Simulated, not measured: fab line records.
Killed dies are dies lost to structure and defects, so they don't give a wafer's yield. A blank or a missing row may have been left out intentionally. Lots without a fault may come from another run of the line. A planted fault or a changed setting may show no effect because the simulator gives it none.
fab line records	flow nandHarc	part 1 of 2: steps 1 to 3 of 6
record: lots: 22	wafers: 66	lastDay: 24
route steps=1159 shown A_STAIRCASE@587
lots untouched by any fault: they come from a run of this same line in which no faults occurred
startH: the number of hours between the record's first day and the start of the first shown wafer of the lot	waitH: how many hours have passed since the lot's step before this one	" the same as in the row above	L1.1+2: one row covering several wafers at once	- no value, or no start given	* or withheld: withheld	< > ~ a bound
route shown NAME@n: a module of which the file shows steps, and the number in the route of the first	usual: average and standard deviation across the fault-free wafers	same: alike in all rows	chamber/n: place in a boat	sites: the reading at each site	_std_site: the values' standard deviation	_edge_site: inner sites' mean taken away from outer sites' mean	radiusMm: for every site, how far away it sits from the centre of the wafer	mask NAME#n: copy n	behind: tool/chamber where the wafer was last shaped	hold: the reason the lot was held/the length of the hold in hours/how it ended	device: the n, p or np transistor that did not switch	end of line: the same wafers' tests at the end of the route	where a step has no rows: the recipe by itself	killed: count of dies lost to structure and defects at first sort (not the wafer's yield)	map: shows each die of a wafer: x if killed, . if not, _ if none is there
set.NAME: the setting that was run; set.NAME@STEP: the one run at that earlier step	model.NAME: the simulator's own value behind a step, which no gauge read
the route's steps for a sample of lots (tables are steps, rows are wafers)
services: a tool's chamber out of use, with start hour (startH, from the record's first day; less than 0 if before it), hours out, and reason
== steps ==
step: NHARC_A_STAIRCASE_TRIM_193
recipe: timeS: 211.2	o2FlowSccm: 500	arFlowSccm: 0	biasW: 0	chemistry: O2
usual: drypumpMotorCurrentA: 5.6/0.5	oesProductAu: 1.003/0.0061	rfVppV: 57.8/0.82	showerheadPlenumPTorr: 3.51/0.18	throttleValvePct: 17.036/0.0087
lot.wafer	tool	chamber	startH	waitH	drypumpMotorCurrentA	oesProductAu	rfHoursCounterH	rfVppV	showerheadPlenumPTorr	throttleValvePct
L074.2	rieDiel-12	3	-	-	5.4	0.996	13	58.3	3.80	17.038
L074.3	"	2	"	"	4.9	1.004	11	56.8	3.30	17.019
L074.6	"	3	"	"	5.4	1.005	-	59.5	3.80	17.039
L075.3	rieDiel-01	0	-	-	6.4	0.998	37	56.3	3.30	17.043
L075.4	"	1	"	"	5.7	0.994	39	57.7	3.58	17.034
L075.5	"	2	"	"	6.7	0.994	-	57.2	3.53	17.040
L076.2	rieDiel-01	2	-	-	6.7	0.997	38	57.8	3.53	17.045
L076.5	"	1	"	"	5.7	1.000	-	58.1	3.58	17.038
L076.6	"	2	"	"	6.7	1.006	-	57.6	3.53	17.038
L079.3	rieDiel-10	2	-	-	5.3	1.001	28	57.8	3.35	17.024
L079.2	"	0	"	"	5.6	1.012	32	57.1	3.44	17.029
L079.6	"	1	"	"	5.9	1.012	-	57.2	3.34	17.046
L077.3	rieDiel-12	2	-	-	4.8	1.003	17	57.5	3.30	17.044
L077.6	"	0	"	"	5.5	1.001	-	58.7	3.80	17.039
L077.5	"	1	"	"	5.2	1.001	-	57.9	3.70	17.028
L080.1	rieDiel-12	2	-	-	4.9	1.004	18	56.7	3.30	17.031
L080.6	"	2	"	"	4.9	1.000	-	56.5	3.30	17.024
L080.5	"	3	"	"	5.4	1.003	-	59.3	3.80	17.021
L078.4	rieDiel-10	3	-	-	5.0	0.993	23	57.5	3.48	17.048
L078.3	"	2	"	"	5.3	0.999	32	55.7	3.35	17.016
L078.5	"	0	"	"	5.6	1.007	-	57.2	3.44	17.023
L081.2	rieDiel-10	0	-	-	5.6	1.013	39	58.0	3.44	17.033
L081.1	"	1	"	"	5.8	1.014	37	57.5	3.33	17.046
L081.6	"	1	"	"	5.8	1.004	-	57.7	3.33	17.038
L083.3	rieDiel-01	1	-	-	5.7	1.015	52	57.7	3.57	17.027
L083.4	"	2	"	"	6.6	0.999	52	59.0	3.52	17.036
L083.2	"	3	"	"	6.3	1.003	52	58.7	3.69	17.031
L082.2	rieDiel-12	3	-	-	5.4	1.012	30	58.9	3.79	17.049
L082.4	"	2	"	"	4.8	1.003	28	58.0	3.30	17.032
L082.6	"	3	"	"	5.4	1.011	-	58.5	3.79	17.049
L084.1	rieDiel-10	3	-	-	5.0	0.997	35	57.7	3.48	17.042
L084.5	"	1	"	"	5.8	1.014	-	57.4	3.33	17.034
L084.6	"	2	"	"	5.3	1.007	-	58.7	3.34	17.039
L085.1	rieDiel-10	0	-	-	5.6	1.005	50	56.5	3.43	17.041
L085.5	"	2	"	"	5.3	1.001	-	57.1	3.34	17.036
L085.6	"	3	"	"	5.0	1.008	-	59.4	3.47	17.006
L087.2	rieDiel-12	1	-	-	5.2	1.000	39	58.6	3.69	17.051
L087.3	"	3	"	"	5.4	1.014	38	57.5	3.79	17.037
L087.5	"	2	"	"	4.9	1.000	-	57.2	3.29	17.051
L088.4	rieDiel-10	0	-	-	5.6	0.995	57	57.5	3.43	17.025
L088.2	"	3	"	"	5.0	0.999	47	57.4	3.47	17.037
L088.5	"	0	"	"	5.6	0.996	-	57.8	3.43	17.032
L090.3	rieDiel-10	2	-	-	5.3	1.001	58	57.1	3.33	17.031
L090.1	"	3	"	"	5.0	1.001	48	57.6	3.47	17.045
L090.5	"	2	"	"	5.3	0.997	-	57.0	3.33	17.038
L091.1	rieDiel-12	0	-	-	5.5	0.992	50	58.3	3.78	17.032
L091.6	"	2	"	"	4.9	0.996	-	57.5	3.29	17.034
L091.5	"	3	"	"	5.3	0.996	-	58.1	3.78	17.044
L093.3	rieDiel-10	0	-	-	5.6	1.007	62	57.5	3.43	17.041
L093.2	"	1	"	"	5.9	1.010	63	56.6	3.32	17.028
L093.6	"	3	"	"	5.0	0.992	-	58.4	3.47	17.035
L092.1	rieDiel-01	3	-	-	6.3	0.991	9	58.5	3.68	17.036
L092.4	"	2	"	"	6.7	1.003	8	57.0	3.51	17.030
L092.6	"	3	"	"	6.3	1.011	-	58.3	3.68	17.027
L095.3	rieDiel-12	2	-	-	4.8	1.002	52	56.8	3.28	17.043
L095.6	"	1	"	"	5.2	0.999	-	58.9	3.68	17.043
L095.5	"	2	"	"	4.8	0.998	-	56.5	3.28	17.038
L094.3	rieDiel-01	1	-	-	5.7	1.007	17	57.8	3.56	17.036
L094.1	"	2	"	"	6.6	1.004	16	56.6	3.51	17.046
L094.5	"	1	"	"	5.7	1.011	-	58.1	3.56	17.038
L096.1	rieDiel-12	2	-	-	4.9	0.992	53	58.2	3.28	17.048
L096.2	"	3	"	"	5.4	0.999	56	59.7	3.78	17.036
L096.3	"	0	"	"	5.6	1.006	59	57.7	3.77	17.050
L097.2	rieDiel-01	0	-	-	6.4	0.993	29	57.7	3.27	17.049
L097.3	"	1	"	"	5.6	1.003	29	57.3	3.55	17.029
L097.5	"	1	"	"	5.7	1.011	-	57.6	3.55	17.033
step: NHARC_A_STAIRCASE_TRIM_198
recipe: timeS: 211.2	o2FlowSccm: 500	arFlowSccm: 0	biasW: 0	chemistry: O2
usual: drypumpMotorCurrentA: 5.6/0.53	oesProductAu: 1.001/0.006	rfVppV: 57.8/0.95	showerheadPlenumPTorr: 3.51/0.18	throttleValvePct: 17.037/0.0086
lot.wafer	tool	chamber	startH	waitH	drypumpMotorCurrentA	oesProductAu	rfHoursCounterH	rfVppV	showerheadPlenumPTorr	throttleValvePct
L074.3	rieDiel-01	1	-	-	5.7	1.001	37	57.8	3.58	17.024
L074.2	"	2	"	"	6.6	1.004	36	56.4	3.53	17.029
L074.6	"	1	"	"	5.7	1.000	-	58.1	3.58	17.026
L075.4	rieDiel-12	2	-	-	4.8	0.996	13	58.5	3.30	17.045
L075.3	"	3	"	"	5.4	0.999	14	59.8	3.80	17.019
L075.5	"	1	"	"	5.2	1.006	-	58.2	3.70	17.038
L076.2	rieDiel-01	3	-	-	6.3	1.003	37	60.0	3.69	17.034
L076.6	"	3	"	"	6.3	0.987	-	57.8	3.69	17.042
L076.5	"	0	"	"	6.3	1.014	-	56.3	3.30	17.033
L079.2	rieDiel-12	2	-	-	4.9	0.998	17	57.3	3.30	17.042
L079.3	"	0	"	"	5.6	1.003	20	59.5	3.80	17.038
L079.6	"	2	"	"	4.8	1.000	-	56.3	3.30	17.038
L077.3	rieDiel-12	3	-	-	5.4	0.998	18	58.6	3.80	17.019
L077.6	"	2	"	"	4.8	0.992	-	57.5	3.30	17.036
L077.5	"	3	"	"	5.4	1.004	-	58.6	3.80	17.026
L080.1	rieDiel-10	2	-	-	5.3	1.004	32	57.0	3.35	17.031
L080.5	"	0	"	"	5.6	1.010	-	58.1	3.44	17.037
L080.6	"	1	"	"	5.8	1.004	-	59.4	3.33	17.037
L078.4	rieDiel-12	1	-	-	5.2	0.997	22	58.0	3.70	17.050
L078.3	"	2	"	"	4.9	1.007	20	57.6	3.30	17.025
L078.5	"	1	"	"	5.2	1.008	-	58.6	3.70	17.037
L081.2	rieDiel-10	0	-	-	5.6	0.998	40	57.3	3.44	17.034
L081.1	"	1	"	"	5.9	1.008	37	57.6	3.33	17.023
L081.6	"	3	"	"	5.0	0.995	-	57.8	3.48	17.042
L083.2	rieDiel-10	2	-	-	5.3	0.990	41	58.3	3.34	17.030
L083.3	"	3	"	"	5.0	0.992	32	56.9	3.48	17.048
L083.4	"	3	"	"	5.0	0.999	-	57.9	3.48	17.024
L082.4	rieDiel-01	3	-	-	6.3	1.007	52	57.6	3.69	17.036
L082.2	"	2	"	"	6.7	1.000	52	58.1	3.52	17.049
L082.6	"	3	"	"	6.3	0.988	-	58.0	3.69	17.039
L084.1	rieDiel-10	1	-	-	5.9	1.001	46	56.4	3.33	17.031
L084.6	"	3	"	"	5.0	0.999	-	57.0	3.48	17.051
L084.5	"	0	"	"	5.6	1.001	-	59.4	3.43	17.035
L085.1	rieDiel-10	3	-	-	5.0	1.003	39	57.4	3.47	17.050
L085.5	"	2	"	"	5.3	0.988	-	58.5	3.34	17.047
L085.6	"	3	"	"	5.0	1.009	-	56.7	3.47	17.038
L087.3	rieDiel-10	3	-	-	5.0	0.995	39	58.7	3.47	17.045
L087.2	"	0	"	"	5.6	0.999	51	56.7	3.43	17.040
L087.5	"	3	"	"	5.0	0.993	-	56.9	3.47	17.041
L088.4	rieDiel-10	2	-	-	5.3	0.999	57	58.1	3.34	17.040
L088.2	"	0	"	"	5.6	1.001	58	58.0	3.43	17.030
L088.5	"	2	"	"	5.3	0.999	-	57.8	3.34	17.029
L090.1	rieDiel-01	0	-	-	6.4	1.010	8	57.4	3.28	17.048
L090.3	"	1	"	"	5.7	1.002	6	58.1	3.56	17.044
L090.5	"	1	"	"	5.7	1.006	-	59.6	3.56	17.044
L091.1	rieDiel-12	2	-	-	4.9	1.005	44	56.5	3.29	17.052
L091.5	"	0	"	"	5.6	1.006	-	59.4	3.78	17.041
L091.6	"	1	"	"	5.2	0.993	-	58.0	3.68	17.025
L093.3	rieDiel-10	2	-	-	5.3	0.999	61	57.1	3.33	17.039
L093.2	"	0	"	"	5.6	1.003	62	58.1	3.43	17.025
L093.6	"	1	"	"	5.8	1.004	-	57.3	3.32	17.036
L092.4	rieDiel-01	1	-	-	5.7	1.004	9	57.9	3.56	17.029
L092.1	"	2	"	"	6.6	0.999	8	57.1	3.51	17.047
L092.6	"	0	"	"	6.4	0.995	-	56.7	3.28	17.036
L095.3	rieDiel-01	3	-	-	6.3	1.009	17	59.0	3.67	17.025
L095.6	"	3	"	"	6.3	0.997	-	58.3	3.67	17.045
L095.5	"	0	"	"	6.4	0.993	-	57.5	3.28	17.046
L094.3	rieDiel-12	1	-	-	5.2	1.003	57	57.2	3.68	17.035
L094.1	"	3	"	"	5.4	1.012	56	58.4	3.78	17.046
L094.5	"	0	"	"	5.6	1.006	-	59.6	3.77	17.049
L096.1	rieDiel-01	0	-	-	6.4	1.002	19	56.6	3.28	17.027
L096.3	"	2	"	"	6.7	1.006	17	57.6	3.51	17.041
L096.2	"	3	"	"	6.3	1.005	18	57.5	3.67	17.038
L097.3	rieDiel-01	1	-	-	5.7	1.005	29	57.8	3.55	17.028
L097.2	"	2	"	"	6.6	0.995	28	57.2	3.50	17.027
L097.5	"	1	"	"	5.7	1.010	-	57.0	3.55	17.034
step: NHARC_A_STAIRCASE_TRIM_200
recipe: timeS: 211.2	o2FlowSccm: 500	arFlowSccm: 0	biasW: 0	chemistry: O2
usual: drypumpMotorCurrentA: 5.6/0.55	oesProductAu: 1.001/0.0072	rfVppV: 57.7/1	showerheadPlenumPTorr: 3.51/0.17	throttleValvePct: 17.038/0.0081
lot.wafer	tool	chamber	startH	waitH	drypumpMotorCurrentA	oesProductAu	rfHoursCounterH	rfVppV	showerheadPlenumPTorr	throttleValvePct
L074.3	rieDiel-01	0	-	-	6.4	1.008	35	57.1	3.30	17.036
L074.2	"	2	"	"	6.6	1.005	36	57.3	3.53	17.039
L074.6	"	0	"	"	6.4	1.015	-	58.2	3.30	17.030
L075.3	rieDiel-12	0	-	-	5.5	1.007	17	59.8	3.80	17.040
L075.4	"	1	"	"	5.2	1.004	16	58.3	3.70	17.043
L075.5	"	1	"	"	5.2	1.000	-	56.1	3.70	17.030
L076.2	rieDiel-01	3	-	-	6.3	1.001	37	57.9	3.69	17.043
L076.6	"	0	"	"	6.4	0.998	-	59.5	3.30	17.036
L076.5	"	1	"	"	5.7	1.009	-	56.5	3.58	17.029
L079.3	rieDiel-12	2	-	-	4.9	0.999	17	56.9	3.30	17.030
L079.2	"	3	"	"	5.4	1.007	18	56.3	3.80	17.040
L079.6	"	3	"	"	5.4	1.008	-	59.9	3.80	17.047
L077.3	rieDiel-12	3	-	-	5.4	0.998	19	58.8	3.80	17.040
L077.6	"	2	"	"	4.9	0.997	-	56.8	3.30	17.034
L077.5	"	3	"	"	5.4	0.989	-	59.1	3.80	17.043
L080.1	rieDiel-10	2	-	-	5.3	0.986	32	57.3	3.35	17.041
L080.6	"	0	"	"	5.6	1.005	-	57.6	3.44	17.038
L080.5	"	1	"	"	5.8	0.999	-	56.5	3.33	17.042
L078.4	rieDiel-12	3	-	-	5.4	1.009	21	59.1	3.80	17.049
L078.3	"	0	"	"	5.5	0.993	23	58.0	3.79	17.029
L078.5	"	2	"	"	4.8	1.000	-	55.6	3.30	17.036
L081.1	rieDiel-10	2	-	-	5.3	1.004	36	57.9	3.35	17.052
L081.2	"	1	"	"	5.9	0.998	37	56.8	3.33	17.043
L081.6	"	2	"	"	5.3	0.999	-	57.5	3.35	17.025
L083.3	rieDiel-10	3	-	-	5.0	0.986	33	57.5	3.48	17.025
L083.2	"	1	"	"	5.9	0.992	43	57.7	3.33	17.034
L083.4	"	2	"	"	5.3	0.993	-	56.4	3.34	17.037
L082.4	rieDiel-01	0	-	-	6.4	1.007	53	57.5	3.29	17.042
L082.2	"	1	"	"	5.7	0.998	53	58.2	3.57	17.041
L082.6	"	2	"	"	6.7	0.998	-	58.4	3.52	17.034
L084.1	rieDiel-10	3	-	-	5.0	0.997	35	57.7	3.48	17.026
L084.5	"	3	"	"	5.0	1.000	-	57.4	3.48	17.041
L084.6	"	0	"	"	5.6	1.003	-	57.2	3.43	17.039
L085.1	rieDiel-10	2	-	-	5.3	0.997	47	57.1	3.34	17.026
L085.5	"	3	"	"	5.0	1.007	-	58.6	3.47	17.037
L085.6	"	0	"	"	5.6	1.008	-	56.8	3.43	17.036
L087.2	rieDiel-10	0	-	-	5.6	0.996	51	58.0	3.43	17.023
L087.3	"	1	"	"	5.8	0.994	51	54.7	3.33	17.043
L087.5	"	3	"	"	5.0	0.992	-	57.8	3.47	17.032
L088.2	rieDiel-10	3	-	-	5.0	0.997	48	59.4	3.47	17.034
L088.4	"	0	"	"	5.6	1.002	58	58.0	3.43	17.042
L088.5	"	0	"	"	5.6	0.997	-	56.9	3.43	17.043
L090.3	rieDiel-01	1	-	-	5.7	1.010	6	57.4	3.56	17.032
L090.1	"	3	"	"	6.3	1.000	7	58.4	3.68	17.049
L090.5	"	2	"	"	6.6	1.009	-	57.0	3.52	17.032
L091.1	rieDiel-12	2	-	-	4.8	0.987	44	56.4	3.29	17.040
L091.5	"	1	"	"	5.2	0.994	-	58.2	3.68	17.028
L091.6	"	2	"	"	4.8	0.999	-	56.4	3.29	17.044
L093.2	rieDiel-10	0	-	-	5.6	1.002	62	57.4	3.43	17.033
L093.3	"	2	"	"	5.3	0.996	61	57.5	3.33	17.054
L093.6	"	1	"	"	5.9	1.002	-	57.5	3.32	17.039
L092.4	rieDiel-01	0	-	-	6.3	1.000	11	56.4	3.28	17.051
L092.1	"	1	"	"	5.7	1.012	9	57.8	3.56	17.025
L092.6	"	2	"	"	6.6	0.997	-	56.8	3.51	17.036
L095.3	rieDiel-01	0	-	-	6.4	0.997	18	55.9	3.28	17.053
L095.6	"	1	"	"	5.7	1.021	-	57.1	3.56	17.028
L095.5	"	2	"	"	6.7	1.005	-	57.1	3.51	17.039
L094.3	rieDiel-12	2	-	-	4.8	0.992	53	55.8	3.28	17.042
L094.1	"	3	"	"	5.3	0.996	56	58.2	3.78	17.044
L094.5	"	0	"	"	5.5	0.995	-	59.9	3.77	17.026
L096.2	rieDiel-01	3	-	-	6.2	0.993	18	57.2	3.67	17.049
L096.3	"	0	"	"	6.4	0.990	19	58.0	3.28	17.035
L096.1	"	1	"	"	5.7	1.010	18	57.5	3.56	17.033
L097.3	rieDiel-01	2	-	-	6.7	1.004	28	59.2	3.50	17.028
L097.2	"	0	"	"	6.3	0.995	30	58.3	3.27	17.058
L097.5	"	3	"	"	6.3	1.013	-	57.2	3.67	17.037
